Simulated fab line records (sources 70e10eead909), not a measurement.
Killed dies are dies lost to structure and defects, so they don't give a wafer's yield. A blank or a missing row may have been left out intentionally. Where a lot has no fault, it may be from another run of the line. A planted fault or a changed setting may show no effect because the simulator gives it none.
Comparing a struck lot with a sound one || flow nand-harc || 15 out of 1302 route steps
Sound: these wafers, L948.1, L948.3, L948.6. Struck: wafer L957.6. (L957.4, L957.5 of the same lot were not struck and are left out.) The cause comes at the end.
For every step that has rows: the tool of each side, followed by ch and its chambers, followed by its first start. Under that, the readings that differ: sound wafers || struck wafers || difference of the means || sigmas: that difference in standard deviations of wafers without a fault.
alike: a reading whose means differ by less than 2 such deviations, as well as words and numbers matching on both sides. not compared: withheld readings; readings where some wafer has no value; bounds like >300 that might hide an equal value; numbers whose values overlap and for which the record gives no deviation.
Wherever a step has rows on one side only, a row that says differs or no value, or a row with sigmas, the two part there. Non-overlapping numbers with no deviation appear without sigmas and do not part them. A reading that every wafer of one side lacks parts them only if that side has two wafers or more.

first, 4 steps without rows for these wafers: NHARC_P_CONTACT_EBR_08; NHARC_P_CONTACT_EXPOSE_09 (exposes mask P CA, target cd 90 nm); NHARC_P_CONTACT_PEB_10 (peb time 65 s); NHARC_P_CONTACT_DEVELOP_11 (develop time 35 s).
NHARC_P_CONTACT_CD_MEAS_12: target cd 90 nm.
  sound on cd-sem-02 ch 0, day 6 13:17; struck on cd-sem-01 ch 0, day 10 08:43
  alike: cd-nm
NHARC_P_CONTACT_OVL_MEAS_13:
  sound on overlay-02, day 6 13:23; struck on overlay-02, day 10 08:48
  alike: overlay-x-nm, overlay-y-nm
NHARC_P_CONTACT_INSPECT_14:
  sound on defect-inspect-01, day 6 13:25; struck on defect-inspect-02, day 10 08:50
  alike: raw-defect-count
NHARC_P_CONTACT_DESCUM_17: chemistry O2, time 3 s.
  sound on rie-diel-11 ch 1,2,3, day 6 13:30; struck on rie-diel-11 ch 2, day 10 08:53
{"reading": "rf-vpp-V (V)", "sound": "56.4 57.6 56.6", "struck": 58.6, "difference": "+1.7", "sigmas": "+2"}
  alike: drypump-motor-current-A, oes-product-au, showerhead-plenum-p-Torr, throttle-valve-pct
  not compared: rf-hours-counter-h
NHARC_P_CONTACT_ETCH_35: etches the open film in CF4, target depth 39 nm, time 65 s.
  sound on rie-diel-11 ch 0,1, day 6 13:34; struck on rie-diel-11 ch 0, day 10 09:00
  alike: cf4-flow-sccm, drypump-motor-current-A, oes-product-au, rf-vpp-V, showerhead-plenum-p-Torr, throttle-valve-pct
  not compared: rf-hours-counter-h
NHARC_P_CONTACT_ETCH_36: etches the open film in N2/H2, target depth 260 nm, time 406.25 s.
  sound: rie-diel-11 ch 0,2,3; struck: rie-diel-11 ch 2
  alike: drypump-motor-current-A, oes-product-au, rf-vpp-V, showerhead-plenum-p-Torr, throttle-valve-pct
  not compared: rf-hours-counter-h
NHARC_P_CONTACT_ETCH_18: etches the open film in C4F8/O2/Ar, target depth 481 nm, time 240.5 s.
  sound: rie-diel-11 ch 0,1; struck: rie-diel-11 ch 1
  alike: oes-product-au, rf-vpp-V
  not compared: rf-hours-counter-h
then, 1 step without rows for these wafers: NHARC_P_CONTACT_STRIP_37 (strips in C4F8/O2/Ar).
NHARC_P_CONTACT_ETCH_31: etches the open film in CH3F/O2, target depth 30 nm, time 85.7 s.
  sound on rie-diel-11 ch 0,1, day 6 14:13; struck on rie-diel-11 ch 2, day 10 09:42
{"reading": "oes-product-au (a.u.)", "sound": "0.984 0.999 0.983", "struck": 0.680, "difference": -0.309, "sigmas": -26}
  alike: drypump-motor-current-A, rf-vpp-V, showerhead-plenum-p-Torr, throttle-valve-pct
  not compared: rf-hours-counter-h
NHARC_P_CONTACT_CD_MEAS_19:
  sound on cd-sem-02, day 6 14:21; struck on cd-sem-02, day 10 09:49
  alike: cd-nm
-- record jumps: 18 days between struck wafers' starts before vs after; left off in module P_CONTACT, resumes in module END, first step shown is number 1302 of the route --
NHARC_END_SORT_01:
  sound on prober-01 ch 0, day 24 17:17; struck on prober-02 ch 0, day 28 20:43
  alike: killed-at-array, killed-at-other, killed-at-periphery, killed-dies, killed-open, killed-short

WHERE THEY PART
First at NHARC_P_CONTACT_DESCUM_17; last, within this record, at NHARC_P_CONTACT_ETCH_31. Later steps at which nothing parts them and some readings are alike: NHARC_P_CONTACT_CD_MEAS_19, NHARC_END_SORT_01.

WHY: what the simulator had put in
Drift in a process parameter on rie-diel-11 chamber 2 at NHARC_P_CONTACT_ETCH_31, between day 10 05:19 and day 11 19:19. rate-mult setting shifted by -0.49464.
